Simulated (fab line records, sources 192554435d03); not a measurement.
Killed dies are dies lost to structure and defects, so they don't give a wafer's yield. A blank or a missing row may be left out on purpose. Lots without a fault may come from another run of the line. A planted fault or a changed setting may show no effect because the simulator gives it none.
Split-lot experiment | flow n5_finfet | 7 lots, 21 wafers read, on a route of 1938 steps

THE SPLIT
At N5_BEOL_M14_COAT_58 (time 60 s, resist thk 89 nm), the setting spin_rpm was moved away from the recipe's 1500 rpm on 8 of the 21 wafers read, by -10.3% to +9.7%. The other wafers ran this setting at the recipe's value.

The reading is taken at the split's own step.

THE READING
BARC_of_BEOL_M14_COAT_58.thk_nm (the simulator's own value, which no gauge read), in nm, at N5_BEOL_M14_COAT_58 (time 60 s, resist thk 89 nm). The file gives no usual value for it. The 13 wafers here that ran the recipe average 89.1 nm, standard deviation 0.15 nm.

wafer  | tool, chamber at the split | spin_rpm as run, rpm | against the recipe | BARC_of_BEOL_M14_COAT_58.thk_nm, nm | against lot-mates on the recipe
L074.3 | litho_track-02, 0          | 1500                 | recipe             | 88.8                                | -
L074.5 | litho_track-02, 0          | 1500                 | recipe             | 89                                  | -
L074.6 | litho_track-02, 0          | 1500                 | recipe             | 89                                  | -
L075.3 | litho_track-01, 0          | 1500                 | recipe             | 89.2                                | -
L075.4 | litho_track-01, 0          | 1500                 | recipe             | 89.2                                | -
L075.5 | litho_track-01, 0          | 1500                 | recipe             | 89.2                                | -
L078.1 | litho_track-05, 0          | 1500                 | recipe             | 89                                  | -
L078.2 | litho_track-05, 0          | 1500                 | recipe             | 89                                  | -
L078.4 | litho_track-05, 0          | 1368                 | -8.8%              | 93.4                                | +4.4
L077.2 | litho_track-05, 0          | 1365                 | -9.0%              | 93.6                                | +4.6
L077.3 | litho_track-05, 0          | 1500                 | recipe             | 89                                  | -
L077.5 | litho_track-05, 0          | 1365                 | -9.0%              | 93.4                                | +4.4
L088.1 | litho_track-02, 0          | 1500                 | recipe             | 89.2                                | -
L088.2 | litho_track-02, 0          | 1645                 | +9.7%              | 85                                  | -4.2
L088.3 | litho_track-02, 0          | 1645                 | +9.7%              | 85                                  | -4.2
L090.2 | litho_track-02, 0          | 1500                 | recipe             | 89.4                                | -
L090.3 | litho_track-02, 0          | 1357                 | -9.5%              | 94                                  | +4.8
L090.4 | litho_track-02, 0          | 1500                 | recipe             | 89                                  | -
L094.3 | litho_track-02, 0          | 1345                 | -10.3%             | 94                                  | +5.0
L094.5 | litho_track-02, 0          | 1345                 | -10.3%             | 93.8                                | +4.8
L094.6 | litho_track-02, 0          | 1500                 | recipe             | 89                                  | -

THE FIT
A straight line over all 21 wafers: BARC_of_BEOL_M14_COAT_58.thk_nm changes by -0.464 nm for each +1% of spin_rpm; r = -1.00; the points scatter about the line by 0.21 nm.
The same after taking each lot's own level away (the mean of its wafers on the recipe; 21 wafers): -0.472 nm for each +1%; r = -1.00; scatter 0.17 nm.
On that fit, the largest move of spin_rpm shifts the reading by 4.9 nm.
The lots' own levels span 88.93 to 89.20 nm, that is 1.8 times the standard deviation above.
So the lot-to-lot level changes the slope little: the two slopes agree.
Check: with one of the wafers moved furthest among these (-10.3%) left out of the fit, the line predicts +4.95 nm for it against its lot-mates. It came out at +5 nm against them.

OTHER SPLITS ON THESE WAFERS
These wafers also went through other splits before the reading. Each is held against what the fit with the lots' levels taken away leaves over:
other split on the same wafers | wafers away from the commonest value | r with BARC_of_BEOL_M14_COAT_58.thk_nm (lot level and that fit taken away)
N5_BEOL_M8_ETCH_62 time_s      | 5                                    | -0.24
N5_BEOL_M9_ILD_DEP_00 time_s   | 8                                    | -0.10
N5_BEOL_M9_PECVD_70 temp_c     | 6                                    | +0.03
N5_BEOL_M10_PECVD_70 temp_c    | 5                                    | -0.39
N5_BEOL_M10_COAT_05 spin_rpm   | 8                                    | +0.19
N5_BEOL_M10_ETCH_41 source_w   | 6                                    | -0.10
N5_BEOL_M12_SPUTTER_44 time_s  | 10                                   | -0.32

THE FILE'S OWN FIT
BARC_of_BEOL_M14_COAT_58.thk_nm changes by -0.481 nm for each +1% of spin_rpm, r = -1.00.
